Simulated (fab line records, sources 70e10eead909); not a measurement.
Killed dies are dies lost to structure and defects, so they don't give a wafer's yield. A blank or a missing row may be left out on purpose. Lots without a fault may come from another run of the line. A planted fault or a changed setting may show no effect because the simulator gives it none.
Chamber matching | flow nand_harc | NHARC_A_STAIRCASE_CMP_450 on cmp-02: 4 sister chambers
The step polishes SiO2, target thk 200 nm. 4 wafers are shown with their chamber, then 8 later ones without.

WAFERS WITH THEIR CHAMBER
wafer  | chamber | motor_current_A (A)
L083.2 | 3       | 13.1
L082.1 | 0       | 12.2
L088.1 | 1       | 11.4
L086.1 | 2       | 12.5

WAFERS WITHOUT THEIR CHAMBER
wafer  | motor_current_A (A)
L086.2 | 12.4
L086.6 | 12.3
L090.1 | 12.4
L090.4 | 11.9
L090.6 | 13.1
L097.3 | 14.8
L097.4 | 12.5
L097.6 | 11.1

WHICH CHAMBER EACH WENT THROUGH
wafer  | from the rows above               | in truth
L086.2 | can't be placed: 2 or 0 or 3 or 1 | 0
L086.6 | can't be placed: 0 or 2 or 3 or 1 | 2
L090.1 | can't be placed: 2 or 0 or 3 or 1 | 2
L090.4 | can't be placed: 0 or 1 or 2 or 3 | 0
L090.6 | can't be placed: 3 or 2 or 0      | 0
L097.3 | can't be placed: 3 or 2 or 0      | 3
L097.4 | can't be placed: 2 or 0 or 3 or 1 | 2
L097.6 | can't be placed: 1 or 0 or 2      | 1
Placed correctly: 0 of 8. Can't be placed from these rows: 8 (the true chamber is among the candidates in 8). Placed wrongly: 0.
How it was worked out, from the rows above alone: a wafer's distance from a chamber is the root of the sum, over the readings, of the square of ((its reading less the chamber's mean) divided by the reading's scatter). The wafer belongs to the nearest chamber; if the next one is less than 2 further off, it can't be placed. A chamber's mean is the mean of its shown wafers. The scatter: with one shown wafer a chamber, the root of the mean of the squares of how far each hidden wafer lies from its nearest shown one.
